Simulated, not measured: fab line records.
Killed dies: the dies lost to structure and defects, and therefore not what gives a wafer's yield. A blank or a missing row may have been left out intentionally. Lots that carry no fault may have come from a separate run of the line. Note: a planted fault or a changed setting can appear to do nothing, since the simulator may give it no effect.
Matching of chambers || flow nand-harc || 4 sister chambers for NHARC_A_STAIRCASE_CMP_472 on cmp-01
The step polishes SiO2. 4 wafers are shown with their chamber, then 9 later ones without.

== WAFERS, EACH WITH ITS CHAMBER ==
{"wafer": "L077.1", "chamber": 0, "motor-current-A (A)": 15.3}
{"wafer": "L078.3", "chamber": 1, "motor-current-A (A)": 11.9}
{"wafer": "L086.5", "chamber": 2, "motor-current-A (A)": 11.6}
{"wafer": "L086.6", "chamber": 3, "motor-current-A (A)": 11.2}

== WAFERS WITHOUT THEIR CHAMBER ==
{"wafer": "L093.4", "motor-current-A (A)": 15.0}
{"wafer": "L093.5", "motor-current-A (A)": 14.7}
{"wafer": "L093.6", "motor-current-A (A)": 11.0}
{"wafer": "L092.2", "motor-current-A (A)": 11.5}
{"wafer": "L092.4", "motor-current-A (A)": 10.7}
{"wafer": "L092.5", "motor-current-A (A)": 12.2}
{"wafer": "L094.3", "motor-current-A (A)": 11.3}
{"wafer": "L094.4", "motor-current-A (A)": 10.9}
{"wafer": "L094.5", "motor-current-A (A)": 15.2}

== WHICH CHAMBER EACH ONE RAN IN ==
{"wafer": "L093.4", "from the rows above": 0, "in truth": 0}
{"wafer": "L093.5", "from the rows above": 0, "in truth": 0}
{"wafer": "L093.6", "from the rows above": "can't be placed: 3 or 2", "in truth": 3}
{"wafer": "L092.2", "from the rows above": "can't be placed: 2 or 3 or 1", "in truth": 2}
{"wafer": "L092.4", "from the rows above": "can't be placed: 3 or 2", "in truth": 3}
{"wafer": "L092.5", "from the rows above": "can't be placed: 1 or 2", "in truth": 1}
{"wafer": "L094.3", "from the rows above": "can't be placed: 3 or 2 or 1", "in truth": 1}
{"wafer": "L094.4", "from the rows above": "can't be placed: 3 or 2", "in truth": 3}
{"wafer": "L094.5", "from the rows above": 0, "in truth": 0}
Correctly placed: 3 of 9. These rows do not allow placing 6 (true chamber among the candidates in 6). Placed wrongly: 0.
How it was worked out, from the rows above alone: a wafer's distance from a chamber is the root of the sum, over the readings, of the square of ((its reading less the chamber's mean) divided by the reading's scatter). If the next closest chamber is less than 2 further off than the closest, the wafer can't be placed; otherwise it belongs to the closest. For every chamber, the mean is computed from those of its wafers that are shown. The scatter (one wafer shown for each chamber): square how far every hidden wafer sits from the nearest shown wafer, average those squares and take the square root.
